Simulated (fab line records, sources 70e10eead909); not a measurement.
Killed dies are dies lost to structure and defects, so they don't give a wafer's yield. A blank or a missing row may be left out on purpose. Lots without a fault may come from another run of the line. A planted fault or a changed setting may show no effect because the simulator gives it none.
Chamber matching | flow nand_harc | NHARC_P_GATE_ETCH_104 on rie_diel-06: 4 sister chambers
The step etches the open film in CF4/CHF3, target depth 60 nm. 16 wafers are shown with their chamber, then 8 later ones without.

WAFERS WITH THEIR CHAMBER
wafer  | chamber | showerhead_plenum_p_Torr (Torr) | rf_vpp_V (V) | rf_fwd_power_W (W)
L853.1 | 1       | 1.59                            | 370.9        | 491.5
L853.4 | 2       | 1.69                            | 374.3        | 489.5
L853.6 | 3       | 1.57                            | 368.4        | 496.9
L854.1 | 3       | 1.57                            | 370.4        | 495.0
L854.2 | 0       | 1.47                            | 366.4        | 491.4
L854.4 | 2       | 1.69                            | 375.7        | 491.7
L858.3 | 1       | 1.59                            | 371.8        | 491.8
L858.5 | 2       | 1.68                            | 374.1        | 491.9
L858.6 | 1       | 1.59                            | 371.3        | 493.7
L857.2 | 1       | 1.59                            | 370.0        | 492.9
L857.4 | 2       | 1.68                            | 373.7        | 487.8
L857.5 | 3       | 1.57                            | 369.4        | 493.7
L856.3 | 1       | 1.59                            | 370.4        | 493.5
L856.5 | 1       | 1.59                            | 370.5        | 495.0
L856.6 | 2       | 1.68                            | 372.8        | 486.0
L859.1 | 2       | 1.68                            | 373.3        | 488.5

SIGNATURES (means of the wafers above)
reading                  | chamber 0 | chamber 1 | chamber 2 | chamber 3 | scatter within a chamber
showerhead_plenum_p_Torr | 1.4700    | 1.5900    | 1.6833    | 1.5700    | 0.00333
rf_vpp_V                 | 366.400   | 370.817   | 373.983   | 369.400   | 0.874
rf_fwd_power_W           | 491.400   | 493.067   | 489.233   | 495.200   | 1.82
Rule: a wafer's distance from a chamber is the root of the sum, over the readings, of the square of ((its reading less the chamber's mean) divided by the reading's scatter). The wafer belongs to the nearest chamber; if the next one is less than 2 further off, it can't be placed. The scatter: the root of (the sum of the squares of (reading less its chamber's mean) over the shown wafers, divided by (wafers less chambers)).

WAFERS WITHOUT THEIR CHAMBER
wafer  | showerhead_plenum_p_Torr (Torr) | rf_vpp_V (V) | rf_fwd_power_W (W)
L859.3 | 1.57                            | 370.9        | 494.7
L859.5 | 1.68                            | 373.1        | 490.1
L862.2 | 1.47                            | 368.2        | 489.4
L862.4 | 1.57                            | 370.2        | 497.4
L862.6 | 1.59                            | 372.3        | 491.8
L876.1 | 1.46                            | 365.7        | 487.7
L876.2 | 1.56                            | 371.2        | 494.1
L876.4 | 1.68                            | 373.0        | 487.2

WHICH CHAMBER EACH WENT THROUGH
wafer  | from the rows above | in truth
L859.3 | 3                   | 3
L859.5 | 2                   | 2
L862.2 | 0                   | 0
L862.4 | 3                   | 3
L862.6 | 1                   | 1
L876.1 | 0                   | 0
L876.2 | 3                   | 3
L876.4 | 2                   | 2
Placed correctly: 8 of 8. Can't be placed from these rows: 0. Placed wrongly: 0.
